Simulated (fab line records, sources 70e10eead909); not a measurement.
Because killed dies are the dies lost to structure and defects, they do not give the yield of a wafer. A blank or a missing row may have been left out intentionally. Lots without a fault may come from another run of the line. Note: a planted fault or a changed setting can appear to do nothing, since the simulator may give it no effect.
Chamber matching -- flow nandHarc -- NHARC_A_STAIRCASE_DESCUM_186 on rieDiel-05: 4 sister chambers
The step chemistry O2, time 3 s. 8 wafers are shown with their chamber, then 9 later ones without.

WAFERS PAIRED WITH THEIR CHAMBERS
wafer,chamber,drypumpMotorCurrentA (A),showerheadPlenumPTorr (Torr)
L075.4,1,6.6,1.86
L076.2,0,5.5,1.99
L078.6,3,4.9,1.77
L079.3,3,4.9,1.77
L079.6,2,6.4,1.82
L091.1,2,6.3,1.81
L091.2,0,5.5,1.97
L091.3,1,6.6,1.84

WAFERS WHOSE CHAMBER IS MISSING
wafer,drypumpMotorCurrentA (A),showerheadPlenumPTorr (Torr)
L089.3,5.5,1.97
L089.4,6.6,1.84
L089.6,4.9,2.06
L092.4,6.3,1.81
L092.5,5.5,1.97
L092.6,6.6,1.84
L094.1,5.5,1.97
L094.2,4.9,2.06
L094.3,6.7,1.84

THE CHAMBER EACH PASSED THROUGH
wafer,from the rows above,in truth
L089.3,0,0
L089.4,1,1
L089.6,0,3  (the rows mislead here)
L092.4,2,2
L092.5,0,0
L092.6,1,1
L094.1,0,0
L094.2,0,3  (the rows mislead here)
L094.3,1,1
7 of 9 placed correctly. Can't be placed from these rows: 0. Number placed wrongly: 2.
How it was worked out, from the rows above alone: a wafer's distance from a chamber is the root of the sum, over the readings, of the square of ((its reading less the chamber's mean) divided by the reading's scatter). If the next closest chamber is less than 2 further off than the closest, the wafer can't be placed; otherwise it belongs to the closest. For every chamber, the mean is computed from those of its wafers that are shown. The scatter: take each reading less its chamber's mean, square it, sum over the shown wafers, divide by the number of wafers less the number of chambers, and take the root.
